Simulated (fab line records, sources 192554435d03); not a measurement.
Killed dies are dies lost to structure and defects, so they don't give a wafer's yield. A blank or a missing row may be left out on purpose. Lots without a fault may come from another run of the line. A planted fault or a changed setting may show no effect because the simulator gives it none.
Which tool did it? | flow n5_finfet | 12 lots, 36 wafers sampled, at 1 step of a route of 1938

WHAT THE GAUGES READ, wafer by wafer
N5_BEOL_M1_OVL_MEAS_29.
lot  | measured     | on         | V0_OVL (nm)
L075 | day 6 10:13  | overlay-01 | 0.5 0.2 0.3
L077 | day 6 21:35  | overlay-01 | -0.2 -0.8 -0.4
L079 | day 7 06:10  | overlay-01 | 0.0 -0.5 -0.1
L081 | day 8 03:54  | overlay-02 | -0.2 0.9 0.3
L083 | day 8 05:10  | overlay-01 | 0.5 0.5 1.0
L085 | day 9 04:20  | overlay-02 | -0.2 -0.3 0.1
L087 | day 9 07:02  | overlay-02 | 0.5 1.2 0.1
L088 | day 9 23:25  | overlay-02 | -1.2 -0.2 -1.2
L091 | day 10 08:49 | overlay-02 | -0.7 -0.8 -1.0
L093 | day 10 20:26 | overlay-01 | 0.3 -0.1 0.2
L095 | day 11 22:23 | overlay-02 | -0.9 -0.4 0.2
L096 | day 11 23:15 | overlay-02 | -0.2 0.1 0.2

WHICH TOOL RAN EACH LOT (tool, then ch and the chambers of the sampled wafers, then the start)
The record holds no process step before these readings.

THE ANSWER, worked out from the rows above alone
Rule: what is usual is taken from the lots themselves. Put in order of their means at a reading, lots are off if they are a third of the lots or fewer, leave a main group of 4 or more, and stand apart from it by a gap of 3 or more times the standard deviation of the main group's means; of several such gaps the widest counts. A main group whose means are all the same, to the digits that the tables above print for the reading, isn't used. A lot without any number at a reading at which 4 lots or more have one is off too. The other lots that the step has rows for count as sound.
No lot is off at any reading shown: from this, nothing can be told.

WHAT THE SIMULATOR HAD PUT IN
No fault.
